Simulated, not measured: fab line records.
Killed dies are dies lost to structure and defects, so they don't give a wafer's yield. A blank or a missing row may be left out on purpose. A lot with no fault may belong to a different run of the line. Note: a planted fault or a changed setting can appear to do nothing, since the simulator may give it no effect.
Chamber matching + flow n5_finfet + rie_diel-04 running N5_BEOL_M5_ETCH_75: 4 sister chambers
The step etches underlayer in N2/H2, target depth 6.5 nm, time 5.2 s. 20 wafers are shown with their chamber, then 10 later ones without.

WAFERS PAIRED WITH THEIR CHAMBERS
| wafer  | chamber | throttle_valve_pct (%) | showerhead_plenum_p_Torr (Torr) | drypump_motor_current_A (A) |
|--------|---------|------------------------|---------------------------------|-----------------------------|
| L074.3 | 1       | 17.9                   | 2.70                            | 6.26                        |
| L074.5 | 3       | 18.2                   | 2.52                            | 5.48                        |
| L074.6 | 0       | 18.2                   | 2.65                            | 5.80                        |
| L076.2 | 1       | 17.9                   | 2.70                            | 6.24                        |
| L076.4 | 3       | 18.2                   | 2.52                            | 5.50                        |
| L076.5 | 0       | 18.2                   | 2.65                            | 5.86                        |
| L077.1 | 2       | 17.2                   | 2.49                            | 5.81                        |
| L077.3 | 0       | 18.3                   | 2.65                            | 5.83                        |
| L077.5 | 2       | 17.2                   | 2.49                            | 5.82                        |
| L080.2 | 2       | 17.2                   | 2.49                            | 5.83                        |
| L080.3 | 0       | 18.3                   | 2.65                            | 5.84                        |
| L080.5 | 0       | 18.2                   | 2.65                            | 5.84                        |
| L081.1 | 0       | 18.3                   | 2.65                            | 5.83                        |
| L081.3 | 1       | 17.9                   | 2.70                            | 6.25                        |
| L081.6 | 1       | 17.9                   | 2.70                            | 6.23                        |
| L082.1 | 2       | 17.2                   | 2.49                            | 5.81                        |
| L082.4 | 3       | 18.2                   | 2.51                            | 5.47                        |
| L082.6 | 0       | 18.3                   | 2.65                            | 5.84                        |
| L088.4 | 0       | 18.3                   | 2.64                            | 5.82                        |
| L088.5 | 2       | 17.2                   | 2.48                            | 5.82                        |

SIGNATURES (averages over the wafers above)
| reading                  | chamber 0 | chamber 1 | chamber 2 | chamber 3 | scatter within a chamber |
|--------------------------|-----------|-----------|-----------|-----------|--------------------------|
| throttle_valve_pct       | 18.262    | 17.900    | 17.200    | 18.200    | 0.0342                   |
| showerhead_plenum_p_Torr | 2.6487    | 2.7000    | 2.4880    | 2.5167    | 0.00383                  |
| drypump_motor_current_A  | 5.8325    | 6.2450    | 5.8180    | 5.4833    | 0.0146                   |
Rule: a wafer lies at a distance from a chamber equal to the root of the sum of squares, over the readings, of (its reading less the chamber's mean, divided by the reading's scatter). The wafer belongs to the nearest chamber; if the next one is less than 2 further off, it can't be placed. The scatter: take each reading less its chamber's mean, square it, sum over the shown wafers, divide by the number of wafers less the number of chambers, and take the root.

WAFERS WITHOUT THEIR CHAMBER
| wafer  | throttle_valve_pct (%) | showerhead_plenum_p_Torr (Torr) | drypump_motor_current_A (A) |
|--------|------------------------|---------------------------------|-----------------------------|
| L088.6 | 18.0                   | 2.69                            | 6.25                        |
| L086.2 | 18.2                   | 2.51                            | 5.47                        |
| L086.4 | 18.3                   | 2.64                            | 5.84                        |
| L086.5 | 18.2                   | 2.51                            | 5.46                        |
| L095.2 | 18.3                   | 2.64                            | 5.82                        |
| L095.3 | 17.2                   | 2.48                            | 5.82                        |
| L095.5 | 18.3                   | 2.64                            | 5.82                        |
| L096.2 | 18.0                   | 2.69                            | 6.24                        |
| L096.5 | 18.0                   | 2.69                            | 6.22                        |
| L096.6 | 18.3                   | 2.51                            | 5.44                        |

THE CHAMBER EACH PASSED THROUGH
| wafer  | from the rows above | in truth |
|--------|---------------------|----------|
| L088.6 | 1                   | 1        |
| L086.2 | 3                   | 3        |
| L086.4 | 0                   | 0        |
| L086.5 | 3                   | 3        |
| L095.2 | 0                   | 0        |
| L095.3 | 2                   | 2        |
| L095.5 | 0                   | 0        |
| L096.2 | 1                   | 1        |
| L096.5 | 1                   | 1        |
| L096.6 | 3                   | 3        |
Placed correctly: 10 of 10. From these rows, 0 cannot be placed. Number placed wrongly: 0.
